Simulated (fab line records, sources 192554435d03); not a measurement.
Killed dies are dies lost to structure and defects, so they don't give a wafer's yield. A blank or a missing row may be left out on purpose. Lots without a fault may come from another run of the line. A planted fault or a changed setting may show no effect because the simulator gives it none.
fab line records | flow n5_finfet
record lots=5 wafers=13 last_day=16
route steps=1938 shown BEOL_M14@1753 BEOL_M15@1773 PASSIVATION@1936
lots that met no fault: from a run of the same line without faults
start_h: hours from the record's first day to the start of the lot's first wafer shown | wait_h: hours since the lot's step before | " the same as in the row above | L1.1+2: a row that stands for several wafers | - no value, or no start given | * or withheld: withheld | < > ~ a bound
route shown NAME@n: a module of which the file shows steps, and the number in the route of the first | usual: mean/standard deviation of fault-free wafers | same: alike in all rows | chamber/n: place in a boat | sites: the reading at each site | _std_site: their standard deviation | _edge_site: outer sites' mean less inner sites' | radius_mm: how far each site lies from the wafer's centre | mask NAME#n: copy n | behind: the tool/chamber that last shaped the wafer | hold: why the lot was held/for how many hours/how that ended | device: the transistor (n, p or np) that didn't switch | end of line: the same wafers' tests at the end of the route | a step without rows: its recipe alone | killed: dies lost to structure and defects at the first sort, not the wafer's yield | map: a wafer's dies, x killed, . not, _ none there
set.NAME: the setting as run; set.NAME@STEP: as run at that earlier step | model.NAME: the simulator's own value behind a step, which no gauge read
lots at some steps of the route; a table a step, a row a wafer
services: from which hour (start_h, from the record's first day; less than 0 if before it) a tool's chamber was out of use, for how many hours, and why
## steps
# step N5_BEOL_M14_TRENCH_ETCH_34
# recipe chemistry=C4F8/O2/Ar target=SiO2 target_depth_a=5566.5 mask_material=SOC he_inner_torr=15 he_outer_torr=30 time_s=126.9 ion_energy_ev=800 pressure_mtorr=20 source_w=1905 bias_w=2040 Ar_flow_sccm=400 C4F8_flow_sccm=16 O2_flow_sccm=12
# step N5_BEOL_M14_STRIP_70
# recipe chemistry=C4F8/O2/Ar resist=SiARC rf_frequency_hz=6e+07
# step N5_BEOL_M14_STRIP_37
# recipe chemistry=O2 power_w=600 temp_c=60 pressure_mtorr=30 rf_frequency_hz=6e+07 bias_power_w=0 overash_fraction=0.3 o2_flow_sccm=225
# step N5_BEOL_M14_ETCH_38
# recipe chemistry=CF4/N2 target=SiCN target_depth_a=1065 taper_deg=2 time_s=120.6 ion_energy_ev=150 mask_material=SiO2 pressure_mtorr=40 source_w=430 bias_w=70 Ar_flow_sccm=100 cf4_flow_sccm=60 n2_flow_sccm=60
# step N5_BEOL_M14_PRECLEAN_39
# recipe chemistry=residue_remover time_s=60 temp_c=40
# step N5_BEOL_M14_SRD_40
# recipe time_s=30 temp_c=23 rinse_liquid=diw dry=n2_spin spin_rpm=1500 dry_time_s=30
# step N5_BEOL_M14_DEGAS_41
# recipe ambient=vacuum temp_c=300 time_s=60
# step N5_BEOL_M14_PRE_CLEAN_42
# recipe gas=H2/He time_s=30 temp_c=300
# step N5_BEOL_M14_SPUTTER_43
# recipe material=TaN target_thk_a=150 temp_c=50 bias_v=168.6 power_w=15000 chamber_pressure_pa=0.12 time_s=24.19
# step N5_BEOL_M14_SPUTTER_44
# recipe material=Ta target_thk_a=150 temp_c=50 bias_v=80 power_w=15000 chamber_pressure_pa=0.07 time_s=24.19
# step N5_BEOL_M14_SPUTTER_45
# recipe material=Cu target_thk_a=1000 temp_c=-20 bias_v=60 power_w=26000 chamber_pressure_pa=0.13 time_s=16.67
# step N5_BEOL_M14_ECD_47
# recipe material=Cu target_thk_a=12480
# columns lot.wafer tool chamber start_h wait_h model.Cu_of_BEOL_M14_ECD_47.thk_nm
L400.1 ecd_cu-01 0 265.90 0.1 418.4
L400.2 " 1 " " 414.6
L400.4 " 0 " " 1239
L402.1 ecd_cu-01 0 275.75 0.1 419.6
L402.3 " 0 " " 1233
L402.5 " 1 " " 1232
L405.1 ecd_cu-01 1 284.55 0.1 411.8
L405.2 " 0 " " 417.8
L411.2 ecd_cu-02 0 323.13 0.1 1239
L411.3 " 1 " " 1262
L411.5 " 0 " " 1237
L416.1 ecd_cu-01 1 365.80 0.1 1256
L416.5 " 1 " " 1235
# step N5_BEOL_M14_ANNEAL_48
# recipe temp_c=225 time_s=90 ambient=N2
# step N5_BEOL_M14_CMP_49
# recipe stop_on=SiO2 t_overpolish_s=5.2 down_force_psi=2 platen_rpm=80 clearing_platen_down_force_psi=2 clearing_platen_rpm=80 post_cmp_clean=cu_alkaline target_thk_nm=560 clearing_platen_pad_velocity_m_s=1.5917 pad_velocity_m_s=1.5917
# usual motor_current_A=7.8/0.82 time_to_endpoint_s=120/4.5
# columns lot.wafer tool chamber start_h wait_h motor_current_A time_to_endpoint_s model.Cu_of_BEOL_M14_ECD_47.thk_nm
L400.4 cmp-02 2 266.40 0.1 7.4 117 546.6
L400.1 " 3 " " 8.1 42 418.4
L400.2 " 1 " " 6.4 38 414.6
L402.3 cmp-04 3 276.24 0.2 9.2 115 542.4
L402.1 " 0 " " 8.0 40 419.6
L402.5 " 3 " " 9.1 118 542.6
L405.2 cmp-04 3 285.04 0.2 9.2 38 417.8
L405.1 " 0 " " 8.0 40 411.8
L411.3 cmp-02 3 323.75 0.2 8.4 125 569.8
L411.2 " 0 " " 8.2 116 552
L411.5 " 1 " " 6.4 116 560.4
L416.1 cmp-03 1 366.41 0.4 6.8 118 546.2
L416.5 " 2 " " 8.1 126 551
# step N5_BEOL_M14_THK_MEAS_50
# recipe thk_meas_gauge=xrf reads=Cu_of_BEOL_M14_ECD_47
# usual M14_THK=573/17
# columns lot.wafer tool chamber start_h wait_h M14_THK[nm]
L400.1 film_metro-01 - 266.69 - 429
L400.2 " - " " 424
L400.4 " - " " 564
L402.1 film_metro-02 - 276.53 - 424
L402.3 " - " " 550
L402.5 " - " " 549
L405.1 film_metro-02 - 285.33 - 420
L405.2 " - " " 424
L411.2 film_metro-01 - 323.97 - 563
L411.3 " - " " 583
L411.5 " - " " 569
L416.1 film_metro-02 - 366.59 - 553
L416.5 " - " " 558
# step N5_BEOL_M14_PRE_CLEAN_52
# recipe gas=NH3 time_s=15 temp_c=withheld rf_power_w=300
# step N5_BEOL_M14_DEP_53
# recipe material=SiCN target_thk_a=500 temp_c=withheld precursor=3MS/NH3 pressure_torr=3 rf_w=675 time_s=17.8
# step N5_BEOL_M14_RS_MEAS_54
# recipe thk_meas_gauge=four-point-probe reads=Cu_of_BEOL_M14_ECD_47+Ta_of_BEOL_M14_SPUTTER_44+TaN_of_BEOL_M14_SPUTTER_43
# usual M14_RS=0.0329/0.00099
# columns lot.wafer tool chamber start_h wait_h M14_RS[ohm/sq]
L400.1 film_metro-01 - 266.82 0.0 0.0449
L400.2 " - " " 0.0453
L400.4 " - " " 0.0340
L402.1 film_metro-01 - 276.66 0.0 0.0447
L402.3 " - " " 0.0343
L402.5 " - " " 0.0342
L405.1 film_metro-02 - 285.46 0.0 0.0457
L405.2 " - " " 0.0451
L411.2 film_metro-02 - 324.13 0.1 0.0338
L411.3 " - " " 0.0326
L411.5 " - " " 0.0332
L416.1 film_metro-02 - 366.71 0.0 0.0342
L416.5 " - " " 0.0338
# step N5_BEOL_M15_ILD_DEP_00
# recipe material=SiO2 target_thk_a=16293 temp_c=400 precursor=TEOS/O2 pressure_torr=6.5 rf_w=900 teos_flow_sccm=161.4 gas=O2 flow_sccm=2650 time_s=346.1
# step N5_BEOL_M15_COAT_58
# recipe resist=BARC temp_c=205 time_s=60 spin_rpm=1500 resist_thk_nm=89
# step N5_BEOL_M15_COAT_04
# recipe spin_rpm=1704 resist_thk_nm=800
# step N5_BEOL_M15_EBR_06
# recipe solvent=PGMEA ebr_width_mm=1.5
# step N5_BEOL_M15_SOFTBAKE_05
# recipe temp_c=130 time_s=60
# step N5_BEOL_M15_EXPOSE_07
# recipe mask_id=V14 na=0.8 source_shape=annular sigma_inner=0.5 sigma_outer=0.8 polarization=unpolarized attpsm_phase_deg=180 dose_mj=41.25
# step N5_BEOL_M15_PEB_08
# recipe peb_temp_c=130 peb_time_s=90
# step N5_BEOL_M15_DEVELOP_09
# recipe develop_time_s=45 rinse_liquid=diw dry=air_spin dev_temp_c=21
# step N5_BEOL_M15_HARDBAKE_14
# recipe temp_c=130 time_s=120
# step N5_BEOL_M15_DESCUM_15
# recipe chemistry=O2 time_s=7.9 source_power_w=50 bias_power_w=20 pressure_mtorr=20 rf_frequency_hz=2.712e+07 temp_c=40 o2_flow_sccm=225
# step N5_BEOL_M15_ETCH_59
# recipe chemistry=N2/H2 target=BARC target_depth_a=890 overetch_a=267 time_s=67.9 ion_energy_ev=200 pressure_mtorr=30 source_w=840 bias_w=150 n2_flow_sccm=200 h2_flow_sccm=200
# step N5_BEOL_M15_VIA_ETCH_16
# recipe chemistry=C4F8/O2/Ar target=SiO2 he_inner_torr=15 he_outer_torr=30 target_depth_a=17922 time_s=withheld ion_energy_ev=800 pressure_mtorr=20 source_w=1905 bias_w=2040 Ar_flow_sccm=400 C4F8_flow_sccm=16 O2_flow_sccm=12 ends=cleared
# step N5_BEOL_M15_STRIP_63
# recipe chemistry=O2 power_w=600 temp_c=60 pressure_mtorr=30 rf_frequency_hz=6e+07 bias_power_w=0 overash_fraction=0.3 o2_flow_sccm=225
# step N5_BEOL_M15_STRIP_64
# recipe chemistry=O2 power_w=600 temp_c=60 pressure_mtorr=30 rf_frequency_hz=6e+07 bias_power_w=0 overash_fraction=0.3 o2_flow_sccm=225
# step N5_BEOL_M15_STRIP_65
# recipe chemistry=post_etch_residue_remover time_s=60 temp_c=25 remover_ph=withheld remover_water_wt_pct=withheld remover_fluoride_wt_pct=withheld
# step N5_BEOL_M15_SRD_66
# recipe time_s=30 temp_c=23 rinse_liquid=diw dry=n2_spin spin_rpm=1500 dry_time_s=30
# step N5_BEOL_M15_COAT_56
# recipe resist=SOC temp_c=250 time_s=60 spin_rpm=1500 resist_thk_nm=550
# step N5_BEOL_M15_RC_MEAS_101
# usual COMB_M10=1.5e-11/3e-12 COMB_M11=1.5e-11/2.8e-12 COMB_M12=6.2e-12/1.4e-12 COMB_M13=4.7e-12/1.1e-12 COMB_M15=2.4e-12/6.3e-13 COMB_M5=3.6e-11/7.6e-12 COMB_M6=2.5e-11/5e-12 COMB_M7=2.5e-11/5.4e-12 COMB_M8=2.5e-11/5.3e-12 COMB_M9=1.44e-11/2.8e-12 SERP_M10=3.05/0.11 SERP_M11=3.08/0.082 SERP_M12=0.621/0.017 SERP_M13=0.309/0.0048 SERP_M13_max_site=0.312/0.005 SERP_M14=0.158/0.0059 SERP_M14_max_site=0.160/0.006 SERP_M5=38.4/1.6 SERP_M5_max_site=39.8/1.9 SERP_M6=13.8/0.65 SERP_M7=13.6/0.56 SERP_M7_max_site=14.2/0.61 SERP_M8=14.0/0.61 SERP_M9=3.10/0.087
# columns lot.wafer tool chamber start_h wait_h COMB_M10[S/m] COMB_M11[S/m] COMB_M12[S/m] COMB_M13[S/m] COMB_M15[S/m] COMB_M5[S/m] COMB_M6[S/m] COMB_M7[S/m] COMB_M8[S/m] COMB_M9[S/m] SERP_M10[ohm/um] SERP_M11[ohm/um] SERP_M12[ohm/um] SERP_M13[ohm/um] SERP_M13_max_site[ohm/um] SERP_M14[ohm/um] SERP_M14_max_site[ohm/um] SERP_M5[ohm/um] SERP_M5_max_site[ohm/um] SERP_M6[ohm/um] SERP_M7[ohm/um] SERP_M7_max_site[ohm/um] SERP_M8[ohm/um] SERP_M9[ohm/um]
L400.1 prober-02 0 272.33 0.0 1.6e-11 1.3e-11 4.8e-12 4.7e-12 2.1e-12 3.9e-11 2.1e-11 3.1e-11 2.2e-11 1.37e-11 3.07 2.98 0.640 0.317 0.319 0.218 0.220 38.2 40.1 12.8 13.5 13.9 13.5 3.13
L400.2 " 0 " " 1.3e-11 2.01e-11 5.5e-12 5.9e-12 2.9e-12 3.2e-11 2.2e-11 2.5e-11 2.9e-11 1.03e-11 3.06 3.13 0.634 0.308 0.311 0.217 0.222 37.9 38.4 13.4 13.7 14.3 13.1 3.03
L400.4 " 0 " " 1.4e-11 1.97e-11 4.8e-12 3.6e-12 3.1e-12 4.3e-11 2.1e-11 2.1e-11 1.6e-11 1.1e-11 3.22 3.03 0.630 0.314 0.318 0.164 0.167 35.4 35.7 12.8 13.2 14.0 13.3 3.27
L402.1 prober-02 0 281.97 0.0 1.4e-11 1.51e-11 3.8e-12 6.3e-12 3.7e-12 4.1e-11 2.6e-11 1.7e-11 3e-11 1.43e-11 3.14 3.16 0.595 0.306 0.310 0.217 0.219 38.4 40.6 14.3 14.6 15.0 15.3 3.03
L402.3 " 0 " " 1.5e-11 1.63e-11 7.1e-12 4e-12 2.7e-12 3.6e-11 2.4e-11 2.2e-11 2.4e-11 1.97e-11 3.16 3.19 0.618 0.315 0.319 0.172 0.173 40.7 42.1 13.4 14.3 14.8 14.8 3.08
L402.5 " 0 " " 1.1e-11 1.1e-11 5.1e-12 4.2e-12 3.3e-12 4.6e-11 2.5e-11 2.1e-11 2.3e-11 1.13e-11 3.14 3.25 0.619 0.305 0.308 0.168 0.169 40.7 41.5 13.9 15.0 15.7 14.7 2.99
L405.1 prober-02 0 290.48 0.0 1.5e-11 1.79e-11 4.6e-12 5.3e-12 2.3e-12 3e-11 3.8e-11 2.5e-11 2.6e-11 1.21e-11 3.10 3.24 0.597 0.305 0.307 0.216 0.218 39.8 41.8 13.0 14.2 15.1 13.8 3.19
L405.2 " 0 " " 1.9e-11 1.2e-11 7.9e-12 4.1e-12 2e-12 2.9e-11 2.4e-11 3e-11 2.1e-11 1.99e-11 3.13 3.04 0.611 0.310 0.313 0.216 0.217 40.0 40.2 13.3 13.8 14.5 13.2 3.08
L411.2 prober-02 0 329.58 0.2 1.5e-11 1.65e-11 2.7e-12 5.3e-12 1.3e-12 4.1e-11 2e-11 2.2e-11 3.3e-11 1.57e-11 3.15 3.01 0.611 0.308 0.311 0.161 0.164 38.3 39.4 14.7 13.1 13.3 13.5 2.95
L411.3 " 0 " " 1.8e-11 1.87e-11 4.9e-12 5.8e-12 2.5e-12 4.2e-11 2.5e-11 2e-11 2e-11 1.18e-11 3.16 3.14 0.617 0.306 0.309 0.156 0.159 38.8 40.6 13.8 13.4 14.3 14.4 3.07
L411.5 " 0 " " 1.4e-11 1.45e-11 3.6e-12 4.3e-12 2.4e-12 3.2e-11 2.5e-11 3.6e-11 3.3e-11 9.9e-12 3.31 3.18 0.603 0.308 0.314 0.160 0.162 37.1 38.8 14.4 12.7 13.2 14.2 3.04
L416.1 prober-02 0 372.87 0.0 1.5e-11 1.61e-11 6e-12 4.4e-12 1.5e-12 3.8e-11 3.1e-11 2e-11 1.7e-11 1.87e-11 3.16 3.07 0.627 0.307 0.312 0.167 0.169 38.1 38.8 13.6 12.2 12.7 15.2 3.13
L416.5 " 0 " " 1.4e-11 1.32e-11 4.3e-12 8.1e-12 1.4e-12 4.7e-11 3.2e-11 1e-11 2.4e-11 1.51e-11 3.12 2.94 0.614 0.314 0.319 0.162 0.164 38.4 40.1 14.2 12.4 13.0 13.8 3.06
# sites SERP_M14 radius_mm=0,75,75,75,75,140,140,140,140
L400.1 0.215 0.218 0.217 0.218 0.217 0.220 0.220 0.215 0.219
L402.1 0.216 0.219 0.218 0.218 0.217 0.214 0.218 0.216 0.215
L405.1 0.217 0.217 0.218 0.216 0.215 0.217 0.216 0.213 0.214
L411.2 0.161 0.161 0.164 0.161 0.161 0.161 0.159 0.163 0.161
L416.1 0.167 0.169 0.168 0.166 0.169 0.165 0.166 0.167 0.167
# step N5_PASSIVATION_PROBE_49
# usual defect_limited_yield=91.5/1.5 killed_at_M0_to_M3=32/9.4 killed_at_M4_up=12/5.1 killed_at_contacts=11/7.4 killed_at_front_end=41/11 killed_at_other=3.4/2.5 killed_dies=100/17 killed_on_rim=13/4.4 killed_open=65/14 killed_short=33/7 sort_bin_5_function=4.9/0.96 sort_bin_6_memory=3.1/0.7 sort_bin_8_speed=0.00/0.01 sort_n_pass=1080/17
# same gross_dies=1180 killed_at_back_side=0 sort_bin_4_leakage[%]=0
# columns lot.wafer tool chamber start_h wait_h defect_limited_yield[%] killed_at_M0_to_M3 killed_at_M4_up killed_at_contacts killed_at_front_end killed_at_other killed_dies killed_on_rim killed_open killed_short sort_bin_5_function[%] sort_bin_6_memory[%] sort_bin_8_speed[%] sort_n_pass
L400.1 prober-01 - 285.61 0.0 88.7 34 21 36 38 4 133 23 93 37 6.3 4.3 0.17 1047
L400.2 prober-01 - 285.66 0.1 89.0 44 11 24 48 3 130 16 90 37 6.6 4.0 0.17 1050
L400.4 prober-01 - 285.76 0.2 89.0 47 15 35 31 2 130 16 84 45 6.9 3.5 0 1050
L402.1 prober-02 - 297.61 0.0 90.5 26 16 12 53 5 112 17 74 24 5.0 3.2 0 1068
L402.3 prober-02 - 297.71 0.1 91.5 32 7 3 56 2 100 14 64 27 4.2 3.2 0 1080
L402.5 prober-02 - 297.81 0.2 91.4 39 13 14 30 5 101 10 63 37 4.8 3.0 0 1079
L405.1 prober-02 - 305.11 0.0 92.3 39 11 6 34 1 91 11 63 27 4.4 3.0 0.08 1089
L405.2 prober-02 - 305.16 0.1 88.1 58 14 10 57 2 141 21 91 42 7.5 3.5 0.17 1039
L411.2 prober-02 - 342.76 0.1 91.9 20 23 11 40 1 95 14 71 22 4.7 2.9 0 1085
L411.3 prober-02 - 342.81 0.1 91.7 43 10 4 40 1 98 10 65 33 4.7 3.4 0 1082
L411.5 prober-02 - 342.91 0.2 93.4 25 11 7 35 0 78 10 57 21 3.9 2.6 0 1102
L416.1 prober-01 - 385.17 0.0 89.5 40 16 17 41 10 124 17 75 47 7.1 3.1 0 1056
L416.5 prober-01 - 385.37 0.2 89.7 53 19 16 31 3 122 18 82 39 6.8 3.1 0 1058
# killed by level:class
L400.1 MOL_CONTACT_COAG:geometric_particle:open=27 BEOL_M0_SAQP:geometric_particle:open=13 STI_FIN_REVEAL:geometric_particle:open=9 MOL_CONTACT_COAG:geometric_particle:short=9 BEOL_M0_SAQP:geometric_particle:short=8 DUMMY_GATE:geometric_particle:open=8 BEOL_M4:geometric_particle:open=6 BEOL_M2:geometric_particle:open=5
L400.2 MOL_CONTACT_COAG:geometric_particle:open=19 STI_FIN_REVEAL:geometric_particle:open=13 BEOL_M2:geometric_particle:open=13 GATE_CUT:geometric_particle:short=10 BEOL_M3:geometric_particle:open=9 BEOL_M0_SAQP:geometric_particle:open=7 FIN_SAQP:geometric_particle:open=6 MOL_CONTACT_COAG:geometric_particle:short=5
L400.4 MOL_CONTACT_COAG:geometric_particle:open=26 BEOL_M0_SAQP:geometric_particle:short=13 BEOL_M0_SAQP:geometric_particle:open=10 FIN_SAQP:geometric_particle:open=9 MOL_CONTACT_COAG:geometric_particle:short=9 BEOL_M4:geometric_particle:open=9 BEOL_M1:geometric_particle:open=8 STI_FIN_REVEAL:geometric_particle:open=7
L402.1 MOL_CONTACT_COAG:geometric_particle:open=11 HKMG_FIN:area_etch=11 STI_FIN_REVEAL:geometric_particle:open=10 BEOL_M4:geometric_particle:open=9 FIN_SAQP:geometric_particle:short=8 FIN_SAQP:geometric_particle:open=8 BEOL_M0_SAQP:geometric_particle:open=8 BEOL_M1:geometric_particle:open=6
L402.3 FIN_SAQP:geometric_particle:open=15 BEOL_M3:geometric_particle:open=11 HKMG_FIN:area_etch=9 FIN_SAQP:geometric_particle:short=6 STI_FIN_REVEAL:geometric_particle:open=6 STARTING-WAFER:geometric_particle:open=6 BEOL_M1:geometric_particle:open=5 BEOL_M0_SAQP:geometric_particle:short=4
L402.5 MOL_CONTACT_COAG:geometric_particle:open=11 FIN_SAQP:geometric_particle:short=10 FIN_SAQP:geometric_particle:open=8 BEOL_M0_SAQP:geometric_particle:short=8 BEOL_M0_SAQP:geometric_particle:open=7 BEOL_M1:geometric_particle:open=7 STI_FIN_REVEAL:geometric_particle:open=6 BEOL_M3:geometric_particle:open=6
L405.1 FIN_SAQP:geometric_particle:open=12 BEOL_M1:geometric_particle:open=11 STI_FIN_REVEAL:geometric_particle:open=7 BEOL_M0_SAQP:geometric_particle:short=7 FIN_SAQP:geometric_particle:short=6 MOL_CONTACT_COAG:geometric_particle:open=4 BEOL_M0_SAQP:geometric_particle:open=4 BEOL_M2:geometric_particle:open=4
L405.2 FIN_SAQP:geometric_particle:open=20 BEOL_M2:geometric_particle:open=18 STI_FIN_REVEAL:geometric_particle:open=11 BEOL_M0_SAQP:geometric_particle:short=10 BEOL_M0_SAQP:geometric_particle:open=8 MOL_CONTACT_COAG:geometric_particle:open=7 BEOL_M1:geometric_particle:open=7 FIN_SAQP:geometric_particle:short=5
L411.2 BEOL_M2:geometric_particle:open=10 MOL_CONTACT_COAG:geometric_particle:open=9 BEOL_M4:geometric_particle:open=8 FIN_SAQP:geometric_particle:open=7 DUMMY_GATE:geometric_particle:open=7 GATE_CUT:geometric_particle:short=6 STI_FIN_REVEAL:geometric_particle:open=5 FIN_SAQP:geometric_particle:short=4
L411.3 STI_FIN_REVEAL:geometric_particle:open=17 BEOL_M0:geometric_particle:short=8 BEOL_M3:geometric_particle:open=8 BEOL_M0_SAQP:geometric_particle:open=7 BEOL_M2:geometric_particle:open=7 GATE_CUT:geometric_particle:short=6 BEOL_M0_SAQP:geometric_particle:short=6 GATE_CUT:geometric_particle:open=4
L411.5 BEOL_M2:geometric_particle:open=10 DUMMY_GATE:geometric_particle:open=9 FIN_SAQP:geometric_particle:open=6 BEOL_M3:geometric_particle:open=6 BEOL_M4:geometric_particle:open=6 DUMMY_GATE:geometric_particle:short=4 MOL_CONTACT_COAG:geometric_particle:open=4 GATE_CUT:geometric_particle:short=3
L416.1 BEOL_M0_SAQP:geometric_particle:short=16 MOL_CONTACT_COAG:geometric_particle:open=13 BEOL_M0_SAQP:geometric_particle:open=10 STI_FIN_REVEAL:geometric_particle:open=7 FIN_SAQP:geometric_particle:short=6 FIN_SAQP:geometric_particle:open=6 DUMMY_GATE:geometric_particle:open=5 BEOL_M3:geometric_particle:open=5
L416.5 MOL_CONTACT_COAG:geometric_particle:open=14 BEOL_M2:geometric_particle:open=12 BEOL_M3:geometric_particle:open=10 BEOL_M0_SAQP:geometric_particle:open=8 FIN_SAQP:geometric_particle:open=6 BEOL_M0_SAQP:geometric_particle:short=6 BEOL_M7:geometric_particle:open=6 BEOL_M3:geometric_particle:short=6
## services
# columns tool chamber start_h hours kind
cmp-03 - 247.22 0.9 repair
ecd_cu-01 - 255.51 0.9 repair
ecd_cu-01 - 313.45 7.2 repair
cmp-04 - 316.37 0.6 repair
ecd_cu-01 - 342.83 4.3 repair
cmp-03 - 346.52 4.0 pm
cmp-03 - 350.52 - consumable_replace:conditioner
cmp-03 - 350.52 - consumable_replace:pad
cmp-04 - 351.75 4.9 pm
cmp-02 - 358.16 3.7 pm
cmp-03 - 361.82 1.5 repair
## key
first_sign step=N5_BEOL_M14_CMP_49 reading=time_to_endpoint_s direction=down sigmas=18 usual=* struck=*
effect step=N5_BEOL_M14_THK_MEAS_50 reading=M14_THK direction=down sigmas=8.7 usual=573 struck=424
effect step=N5_BEOL_M14_RS_MEAS_54 reading=M14_RS direction=up sigmas=12 usual=0.0329 struck=0.0451
effect step=N5_BEOL_M15_RC_MEAS_101 reading=SERP_M14 direction=up sigmas=9.9 usual=0.158 struck=0.217
model_effect step=N5_BEOL_M14_ECD_47 value=Cu_of_BEOL_M14_ECD_47.thk_nm without=1230 struck=416.4
model_effect step=N5_BEOL_M14_CMP_49 value=Cu_of_BEOL_M14_ECD_47.thk_nm without=562.5 struck=416.4
met_at N5_BEOL_M14_ECD_47
struck_wafers L400.1,L400.2,L402.1,L405.1,L405.2
baseline_loss step=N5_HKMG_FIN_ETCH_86 wafers=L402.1
fault kind=process_parameter_drift tool=ecd_cu-01 chamber=- onset_h=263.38 steps=N5_BEOL_M14_ECD_47 channel=target_thk_a offset=* shape=step end_h=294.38 scope=struck_wafers_only acts_in=* stated=*
# baseline_loss: these wafers lose ten dies or more at that step, a loss of the line's own and not of a fault; the sort's usual values leave them out
